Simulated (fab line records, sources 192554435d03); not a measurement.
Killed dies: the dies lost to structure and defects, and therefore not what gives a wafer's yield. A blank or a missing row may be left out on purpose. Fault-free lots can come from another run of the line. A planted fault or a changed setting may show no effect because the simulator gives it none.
Comparing a struck lot with a sound one || flow n5 finfet || 16 steps out of a route of 1938
Sound: the wafers L472.2, L472.4, L472.6. The struck wafers were L481.1, L481.3, L481.5. The cause is named last.
Each step with rows lists, per side, the tool, then ch with its chambers, then its first start. Under that, the readings that differ: sound wafers || struck wafers || difference of the means || sigmas: that difference in standard deviations of wafers without a fault.
alike: readings with means less than 2 such deviations apart, plus words and numbers identical on both sides. not compared: withheld readings, readings lacking a value on some wafer, bounds such as >300 that could conceal the same value, and numbers that have no deviation in the record and whose values overlap.
Wherever a step has rows on one side only, a row that says differs or no value, or a row with sigmas, the two part there. Numbers that don't overlap but have no deviation are shown without sigmas and don't part them. A reading missing from all wafers of one side parts the sides only when that side holds two or more wafers.

first, 2 steps without rows for these wafers: N5_BEOL_M1_DESCUM_16 (chemistry O2, time 7 s); N5_BEOL_M1_ETCH_74 (etches underlayer in N2/H2, target depth 6.5 nm, time 5.2 s).
N5_BEOL_M1_ETCH_63: etches SiARC in CF4, target depth 15.6 nm, time 26 s.
  sound on rie diel-04 ch 1,3, day 9 00:05; struck on rie diel-05 ch 0,3, day 11 19:58
  alike: drypump motor current A, etch rf on time s, oes product au, rf vpp V, showerhead plenum p Torr, throttle valve pct
  not compared: rf hours counter h
N5_BEOL_M1_ETCH_64: etches SOC in N2/H2, target depth 75 nm, overetch 15 nm, time 112.5 s.
  sound on rie diel-04 ch 1,3, day 9 00:07; struck on rie diel-05 ch 0,3, day 11 20:00
  alike: drypump motor current A, oes product au, rf vpp V, showerhead plenum p Torr, throttle valve pct
  not compared: rf hours counter h
then, 2 steps without rows for these wafers: N5_BEOL_M1_STRIP_65 (strips in N2/H2); N5_BEOL_M1_STRIP_75 (strips in N2/H2).
N5_BEOL_M1_STRIP_66: strips in CF4.
  sound on rie diel-04 ch 1,3, day 9 00:14; struck on rie diel-05 ch 0,3, day 11 20:08
  alike: drypump motor current A, oes product au, rf vpp V, showerhead plenum p Torr, throttle valve pct
  not compared: rf hours counter h
N5_BEOL_M1_HM_OPEN_17: chemistry Cl2/BCl3, target TiN, target depth 20 nm, overetch 6 nm.
  sound on rie metal-02 ch 0,1, day 9 00:17; struck on rie metal-01 ch 0,1, day 11 20:10
  alike: drypump motor current A, oes product au, throttle valve pct
  not compared: rf hours counter h
N5_BEOL_M1_STRIP_19: strips in O2.
  sound on rie diel-04 ch 0,1, day 9 00:24; struck on rie diel-05 ch 0,1,2, day 11 20:17
  alike: drypump motor current A, oes product au, rf vpp V, showerhead plenum p Torr, throttle valve pct
  not compared: rf hours counter h
N5_BEOL_M1_CD_MEAS_18: pitch 36 nm, target cd 18 nm.
  struck on cd sem-03, day 11 20:21; sound on cd sem-01, day 9 00:28
  alike: cd nm
then, 2 steps without rows for these wafers: N5_BEOL_M1_COAT_67 (time 60 s, resist thk 60 nm); N5_BEOL_M1_COAT_68 (time 60 s, resist thk 12 nm).
N5_BEOL_M1_COAT_76: time 60 s, resist thk 5 nm.
  sound on litho track-05 ch 0, day 9 00:31; struck on litho track-05 ch 0, day 11 20:23
{"reading": "heater power total W (W)", "sound": "390.1 389.7 393.3", "struck": "409.1 409.5 408.6", "difference": "+18.0", "sigmas": "+14"}
{"reading": "plate temp C (C)", "sound": "204.81 204.87 205.05", "struck": "211.35 211.41 211.24", "difference": "+6.42", "sigmas": "+40"}
then, 1 step without rows for these wafers: N5_BEOL_M1_COAT_22 (resist thk 30 nm).
N5_BEOL_M4_RC_MEAS_101:
  sound on prober-01 ch 0, day 10 11:26; struck on prober-02 ch 0, day 13 12:50
  alike: DIBL_N, DIBL_P, IOFF_N, IOFF_P, ION_N, ION_P, SS_N, SS_P, VT_N, VT_P
-- a jump in the record: the struck wafers' starts before and after are 4 days apart (it breaks off in module BEOL_M4 and resumes in module PASSIVATION, where the first step shown is number 1936 of the route) --
N5_PASSIVATION_PROBE_49:
  struck on prober-02, day 17 22:08; sound on prober-02, day 14 21:26
  alike: defect limited yield, killed_at_M0_to_M3, killed_at_M4_up, killed at contacts, killed at front end, killed at other, killed dies, killed open, killed short, sort_bin_5_function, sort_bin_6_memory, sort n pass, sort yield pct

WHERE THEY PART
Within this record, at N5_BEOL_M1_COAT_76 only. Later steps at which nothing parts them and some readings are alike: N5_BEOL_M4_RC_MEAS_101, N5_PASSIVATION_PROBE_49.

WHY: what the simulator had put in
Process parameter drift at N5_BEOL_M1_COAT_76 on litho track-05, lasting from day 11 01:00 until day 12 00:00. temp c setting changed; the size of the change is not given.
